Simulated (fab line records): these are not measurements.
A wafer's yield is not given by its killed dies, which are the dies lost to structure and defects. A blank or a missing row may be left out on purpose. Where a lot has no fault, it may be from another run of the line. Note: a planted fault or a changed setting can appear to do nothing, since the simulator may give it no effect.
What tool caused it? | flow n5_finfet | Sampling: 11 lots, 33 wafers, 4 of 1938 route steps

## WHAT THE GAUGES READ, wafer by wafer
The record lacks any reading of a measuring or inspecting step that a usual standard deviation could be used to judge.

## EACH LOT AND THE TOOL THAT RAN IT (in order: tool; ch and the chambers of the sampled wafers; start)
lot  | N5_PASSIVATION_PECVD_00         | N5_MIM_BOT_DEGAS_01          | N5_MIM_TOP_ETCH_STRIP_01           | N5_MIM_TOP_ETCH_PECVD_03
L999 | pecvd-03 ch 1,2, day 12 18:55   | pvd_sputter-02, day 12 18:58 | rie_diel-03 ch 0,1, day 12 20:32   | pecvd-04 ch 0,1,2, day 12 20:36
L104 | pecvd-01 ch 0,1,2, day 14 04:17 | pvd_sputter-02, day 14 05:40 | rie_diel-03 ch 2,3, day 14 09:40   | pecvd-02 ch 0,1, day 14 09:44
L105 | pecvd-03 ch 0,1,2, day 14 14:17 | pvd_sputter-03, day 14 18:53 | rie_diel-03 ch 1,2, day 14 20:49   | pecvd-03 ch 0,1,2, day 14 20:55
L106 | pecvd-01 ch 0,2, day 15 04:05   | pvd_sputter-02, day 15 06:44 | rie_diel-05 ch 1,2,3, day 15 08:32 | pecvd-04 ch 0,2, day 15 08:35
L102 | pecvd-03 ch 0,1, day 15 09:54   | pvd_sputter-03, day 15 10:27 | rie_diel-06 ch 0,1,3, day 15 13:07 | pecvd-03 ch 0,1,2, day 15 13:10
L112 | pecvd-01 ch 0,1,2, day 17 01:57 | pvd_sputter-03, day 17 02:17 | rie_diel-06 ch 2,3, day 17 04:18   | pecvd-03 ch 1,2, day 17 04:22
L116 | pecvd-01 ch 1,2, day 17 03:58   | pvd_sputter-01, day 17 04:19 | rie_diel-06 ch 1,3, day 17 08:08   | pecvd-04 ch 0,1,2, day 17 08:12
L115 | pecvd-03 ch 0,1,2, day 18 10:30 | pvd_sputter-01, day 18 13:17 | rie_diel-05 ch 0,2,3, day 18 15:16 | pecvd-03 ch 0,1,2, day 18 15:20
L117 | pecvd-03 ch 0,1,2, day 18 12:11 | pvd_sputter-01, day 18 13:47 | rie_diel-03 ch 0,2,3, day 18 15:57 | pecvd-03 ch 0,2, day 18 16:01
L118 | pecvd-03 ch 0,1, day 18 13:25   | pvd_sputter-02, day 18 14:08 | rie_diel-03 ch 0,3, day 18 16:53   | pecvd-03 ch 0,2, day 18 16:57
L120 | pecvd-04 ch 1,2, day 18 13:28   | pvd_sputter-01, day 18 14:10 | rie_diel-05 ch 0,2, day 18 17:26   | pecvd-04 ch 0,2, day 18 17:29
- N5_PASSIVATION_PECVD_00: deposits SiO2 from SiH4/N2O, target thk 200 nm, time 11.2 s.
- N5_MIM_BOT_DEGAS_01: time 60 s.
- N5_MIM_TOP_ETCH_STRIP_01: strips in O2.
- N5_MIM_TOP_ETCH_PECVD_03: deposits SiNx from SiH4/NH3/N2, target thk 20 nm, time 17.6 s.

## AS READ BY THE TOOLS THEMSELVES (means over the sampled wafers that have a number; for cases with no such wafer, the mark the record gives instead)
N5_PASSIVATION_PECVD_00. Usual: heater_power_w 678 W, standard deviation 72; showerhead_plenum_p_Torr 8.20 Torr, standard deviation 0.1; throttle_valve_pct 50.3 %, standard deviation 2.1.
lot  | tool     | heater_power_w (W) | showerhead_plenum_p_Torr (Torr) | throttle_valve_pct (%) | flag
L999 | pecvd-03 | 633                | 8.02                            | 49.7                   |
L104 | pecvd-01 | 665                | 8.20                            | 50.7                   |
L105 | pecvd-03 | 642                | 8.13                            | 49.5                   |
L106 | pecvd-01 | 625                | 8.21                            | 48.8                   |
L102 | pecvd-03 | 732                | 8.18                            | 50.2                   |
L112 | pecvd-01 | 706                | 8.19                            | 51.1                   |
L116 | pecvd-01 | 685                | 8.17                            | 52.3                   |
L115 | pecvd-03 | 632                | 8.14                            | 49.8                   |
L117 | pecvd-03 | 640                | 8.14                            | 49.7                   |
L118 | pecvd-03 | 621                | 8.06                            | 50.2                   |
L120 | pecvd-04 | 739                | 8.24                            | 50.2                   |

N5_MIM_BOT_DEGAS_01. Usual: heater_power_w reads 455 W (standard deviation 40).
lot  | tool           | heater_power_w (W) | flag
L999 | pvd_sputter-02 | 466                |
L104 | pvd_sputter-02 | 465                |
L105 | pvd_sputter-03 | 487                |
L106 | pvd_sputter-02 | 454                |
L102 | pvd_sputter-03 | 438                |
L112 | pvd_sputter-03 | 474                |
L116 | pvd_sputter-01 | 476                |
L115 | pvd_sputter-01 | 453                |
L117 | pvd_sputter-01 | 469                |
L118 | pvd_sputter-02 | 432                |
L120 | pvd_sputter-01 | 468                |

N5_MIM_TOP_ETCH_STRIP_01. Usual: drypump_motor_current_A 5.78 A, standard deviation 0.28; oes_product_au 0.77 a.u., standard deviation 0.071; rf_vpp_V 3.5 V, standard deviation 1.5; showerhead_plenum_p_Torr 2.12 Torr, standard deviation 0.071; temp_c 59.99 C, standard deviation 0.12; throttle_valve_pct 16.64 %, standard deviation 0.24.
lot  | tool        | drypump_motor_current_A (A) | oes_product_au (a.u.) | rf_vpp_V (V) | showerhead_plenum_p_Torr (Torr) | temp_c (C) | throttle_valve_pct (%) | flag
L999 | rie_diel-03 | 5.86                        | 0.81                  | 3.4          | 2.15                            | 60.03      | 16.58                  |
L104 | rie_diel-03 | 5.54                        | 0.78                  | 3.7          | 2.08                            | 64.30      | 16.67                  | OFF
L105 | rie_diel-03 | 5.93                        | 0.80                  | 4.1          | 2.19                            | 64.31      | 16.43                  | OFF
L106 | rie_diel-05 | 5.86                        | 0.84                  | 2.9          | 2.08                            | 60.04      | 16.70                  |
L102 | rie_diel-06 | 5.78                        | 0.74                  | 4.0          | 2.08                            | 60.03      | 16.63                  |
L112 | rie_diel-06 | 5.86                        | 0.73                  | 3.8          | 2.06                            | 60.10      | 16.73                  |
L116 | rie_diel-06 | 5.57                        | 0.75                  | 4.2          | 2.12                            | 60.11      | 16.69                  |
L115 | rie_diel-05 | 5.77                        | 0.84                  | 3.7          | 2.14                            | 59.90      | 16.47                  |
L117 | rie_diel-03 | 5.59                        | 0.79                  | 4.6          | 2.11                            | 60.08      | 16.69                  |
L118 | rie_diel-03 | 5.52                        | 0.76                  | 2.8          | 2.04                            | 59.91      | 16.84                  |
L120 | rie_diel-05 | 5.77                        | 0.85                  | 4.3          | 2.15                            | 60.11      | 16.32                  |

N5_MIM_TOP_ETCH_PECVD_03. Usual: heater_power_w 755 W, standard deviation 78; showerhead_plenum_p_Torr 5.15 Torr, standard deviation 0.088; throttle_valve_pct 38.7 %, standard deviation 1.5.
lot  | tool     | heater_power_w (W) | showerhead_plenum_p_Torr (Torr) | throttle_valve_pct (%) | flag
L999 | pecvd-04 | 829                | 5.21                            | 38.7                   |
L104 | pecvd-02 | 625                | 5.08                            | 41.1                   |
L105 | pecvd-03 | 795                | 5.11                            | 38.6                   |
L106 | pecvd-04 | 764                | 5.24                            | 37.9                   |
L102 | pecvd-03 | 751                | 5.12                            | 38.7                   |
L112 | pecvd-03 | 707                | 5.05                            | 38.5                   |
L116 | pecvd-04 | 807                | 5.20                            | 38.9                   |
L115 | pecvd-03 | 713                | 5.12                            | 38.5                   |
L117 | pecvd-03 | 814                | 5.19                            | 38.5                   |
L118 | pecvd-03 | 776                | 5.17                            | 38.3                   |
L120 | pecvd-04 | 724                | 5.22                            | 37.9                   |

## THE ANSWER, worked out from the rows above alone
Rule: a lot is off if the mean of its wafers that have a number lies more than 3 standard deviations from the usual mean. Also off: a lot with no number at a reading for which 4 or more lots have one. Where the step has rows for the other lots, those lots are counted as sound. Order of review: gauges by route order, followed by the tools' own readings, for which a lot's mean as printed above is used. The first step at which some lot is off is used, and at that step the reading that is off furthest; a lot without a number counts as furthest.
Off, at N5_MIM_TOP_ETCH_STRIP_01 on temp_c: L104, L105.
A tool fits if, at that step or a process step before it, it ran every lot that is off, and no sound lot after the first of them. Of those tried, none fits.

## WHAT THE SIMULATOR HAD INSERTED
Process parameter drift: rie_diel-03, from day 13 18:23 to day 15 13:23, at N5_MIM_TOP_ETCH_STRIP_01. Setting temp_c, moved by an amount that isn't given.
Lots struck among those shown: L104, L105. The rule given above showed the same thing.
